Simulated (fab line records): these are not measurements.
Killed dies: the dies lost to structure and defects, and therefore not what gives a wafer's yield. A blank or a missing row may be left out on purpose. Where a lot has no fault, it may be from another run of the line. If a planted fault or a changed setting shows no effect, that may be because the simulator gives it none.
Lot-split experiment    flow n5 finfet    7 lots, 21 wafers read, on a route of 1938 steps

THE SPLIT
At N5_BEOL_M6_HM_DEP_02 (deposits TiN, target thk 20 nm), the setting target thk a was moved away from the recipe's 200 angstrom on 3 of the 21 wafers read, by -4.6% to +6.8%. This setting was run at the recipe's value on the other wafers.

FROM THE SPLIT TO THE READING: what the file shows between them, 8 steps
- N5_BEOL_M6_COAT_59: time 60 s, resist thk 100 nm (also split here: spin rpm)
- N5_BEOL_M6_COAT_60: time 60 s, resist thk 35 nm
- N5_BEOL_M6_COAT_05: resist thk 90 nm
- N5_BEOL_M6_DESCUM_16: chemistry O2, time 7.9 s
- N5_BEOL_M6_ETCH_61: etches SiARC in CF4, target depth 45.5 nm, time 75.8 s
- N5_BEOL_M6_ETCH_62: etches SOC in N2/H2, target depth 110 nm, overetch 22 nm, time 165 s
- N5_BEOL_M6_STRIP_68: strips in N2/H2
- N5_BEOL_M6_STRIP_67: strips in CF4

THE READING
etch.depth nm (the simulator's own value, which no gauge read), in nm, at N5_BEOL_M6_HM_OPEN_17 (chemistry Cl2/BCl3, target TiN, target depth 20 nm, overetch 6 nm). The file does not state a usual value for it. The 18 wafers here that ran the recipe average 19.95 nm, standard deviation 0.17 nm.

wafer   tool, chamber at the split  target thk a as run, angstrom  against the recipe  etch.depth nm, nm  against lot-mates on the recipe
L074.2  pvd sputter-03, -           200                            recipe              19.86              -
L074.4  pvd sputter-03, -           200                            recipe              19.66              -
L074.6  pvd sputter-03, -           200                            recipe              19.86              -
L075.1  pvd sputter-01, -           213.6                          +6.8%               21.47              +1.39
L075.3  pvd sputter-01, -           200                            recipe              20.08              -
L075.4  pvd sputter-01, -           213.6                          +6.8%               21.46              +1.38
L076.1  pvd sputter-01, -           200                            recipe              19.76              -
L076.2  pvd sputter-01, -           200                            recipe              19.73              -
L076.3  pvd sputter-01, -           200                            recipe              19.78              -
L078.1  pvd sputter-03, -           200                            recipe              19.78              -
L078.5  pvd sputter-03, -           200                            recipe              19.83              -
L078.6  pvd sputter-03, -           200                            recipe              20.06              -
L083.3  pvd sputter-02, -           200                            recipe              20.02              -
L083.6  pvd sputter-02, -           200                            recipe              20.02              -
L083.5  pvd sputter-02, -           200                            recipe              19.96              -
L088.2  pvd sputter-02, -           200                            recipe              20.25              -
L088.3  pvd sputter-02, -           190.8                          -4.6%               19.36              -0.84
L088.4  pvd sputter-02, -           200                            recipe              20.16              -
L090.1  pvd sputter-02, -           200                            recipe              20.13              -
L090.3  pvd sputter-02, -           200                            recipe              20.02              -
L090.4  pvd sputter-02, -           200                            recipe              20.13              -

THE FIT
A straight line over all 21 wafers: etch.depth nm changes by +0.203 nm for each +1% of target thk a; r = +0.94; the points scatter about the line by 0.18 nm.
The same after taking each lot's own level away (the mean of its wafers on the recipe; 21 wafers): +0.199 nm for each +1%; r = +0.99; scatter 0.07 nm.
Per that fit: largest target thk a move, reading shift of 1.4 nm.
From 19.757 to 20.205 nm: that is the span of the lots' own levels, equal to 2.7 times the standard deviation above.
The two slopes are in agreement: the lot-to-lot level therefore moves the slope only a little.
Check: +1.34 nm against its lot-mates is what the line predicts for one of the wafers moved furthest among these (+6.8%) when that wafer is left out of the fit. It came out at +1.39 nm against them.

OTHER SPLITS ON THESE WAFERS
Before the reading, these wafers also passed through other splits. Each is held against what the fit with the lots' levels taken away leaves over:
other split on the same wafers  wafers away from the commonest value  r with etch.depth nm (lot level and that fit taken away)
N5_BEOL_M2_ETCH_70 time s       6                                     -0.34
N5_BEOL_M3_COAT_22 spin rpm     5                                     -0.42
N5_BEOL_M5_COAT_05 spin rpm     7                                     -0.09
N5_BEOL_M6_COAT_59 spin rpm     6                                     -0.20

THE WHOLE CHAIN: every reading that the file lists as answering this split, in the file's order
step                   what it does                                                       reading                                                                           change (the file's fit)                r (the file's)
N5_BEOL_M6_HM_DEP_02   deposits TiN, target thk 20 nm                                     TiN_of_BEOL_M6_HM_DEP_02.thk nm (the simulator's own value, which no gauge read)  +0.196 nm for each +1% of the setting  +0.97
N5_BEOL_M6_HM_OPEN_17  chemistry Cl2/BCl3, target TiN, target depth 20 nm, overetch 6 nm  etch.depth nm (the simulator's own value, which no gauge read)                    +0.198 nm for each +1% of the setting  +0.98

THE FILE'S OWN FIT
etch.depth nm changes by +0.198 nm for each +1% of target thk a, r = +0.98.
